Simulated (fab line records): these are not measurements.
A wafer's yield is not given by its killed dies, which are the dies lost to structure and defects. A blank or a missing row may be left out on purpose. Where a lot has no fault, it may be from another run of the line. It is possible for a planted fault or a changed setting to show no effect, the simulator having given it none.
Problem report in the 8D (eight disciplines) form, filled by code || flow n5Finfet || the parts of the form that need people (team, actions taken, sign-off) are left out

1. WHAT IS WRONG
At N5_BEOL_M2_ETCH_63, etchRfOnTimeS averages 40.5 s over 3 wafers from 3 lots, while fault-free wafers read 26.0 s, standard deviation 0.57. That puts it +25 standard deviations away from the usual mean.
The step: etches SiARC in CF4, target depth 15.6 nm, time 26 s.
Seen first at day 8 23:30 on rieDiel-03, wafer L875.3. At this step, 27 wafers from 10 lots have a number in the record. Rule for "out" (also "out of limits"): further than 4 standard deviations from the usual mean. Any other wafer with a number is counted as sound.

2. WHAT THIS IS AND IS NOT
{"question": "which readings at this step", "is": "etchRfOnTimeS", "is not": "drypumpMotorCurrentA, rfVppV, showerheadPlenumPTorr, throttleValvePct"}
{"question": "which lots", "is": "L875, L878, L880", "is not": "L867, L871, L884, L887, L888, L889, L890"}
{"question": "which wafers of those lots", "is": "L875.3, L878.2, L880.3", "is not": "L875.4, L878.5, L880.4"}
{"question": "read on which tools", "is": "rieDiel-03", "is not": "rieDiel-01, rieDiel-04"}
{"question": "when", "is": "from day 8 23:30", "is not": "up to then (7 sound wafers); but 17 sound wafers of L878, L880, L884, L887, L888, L889, L890 came after"}

3. WHAT RULES OUT EACH SUSPECT
Counting: any tool at a process step up to the reading remains a suspect provided it ran every lot that is out. Sound lots after the first of them don't rule it out here, since some wafers of a struck lot are sound.
- rieDiel-03 at N5_BEOL_M2_ETCH_63 (etches SiARC in CF4, target depth 15.6 nm, time 26 s): kept. It ran every lot that is out, first L875 (day 8 23:30); its last sound lot up to then is L871 (day 7 12:26). Its own readings are out on those wafers: etchRfOnTimeS.
After counting, what remains is rieDiel-03 at N5_BEOL_M2_ETCH_63.

4. THE CAUSE (what the simulator had put in)
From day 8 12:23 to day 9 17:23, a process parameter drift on rieDiel-03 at N5_BEOL_M2_ETCH_63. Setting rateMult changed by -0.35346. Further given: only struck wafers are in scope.
After counting, this tool was the only one left.

5. THE EFFECT CHAIN, in route order
Rows list readings where the struck wafers' mean (over those with a number) sits beyond 3 standard deviations from the usual. Scope: only readings with a usual standard deviation given in the record; hours: median across lots of the time from each lot's start at the first step in this table that gives one to its start at this step; sigmas: change in usual standard deviations.
{"hours": 0, "step": "N5_BEOL_M2_ETCH_63", "reading": "etchRfOnTimeS", "usual": "26.0 s", "on struck wafers": 40.5, "change": "+14.5", "sigmas": "+25"}
The process steps in it:
- N5_BEOL_M2_ETCH_63: etches SiARC in CF4, target depth 15.6 nm, time 26 s.
Later steps that measure or inspect, where all struck wafers having a row at the step show a number for every such reading and not one has moved that far: N5_BEOL_M4_RC_MEAS_101.

6. HOW IT WOULD HAVE BEEN CAUGHT EARLIER
The fault began at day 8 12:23; the first out-of-limits reading in this record came at day 8 23:30, 11 hours later.
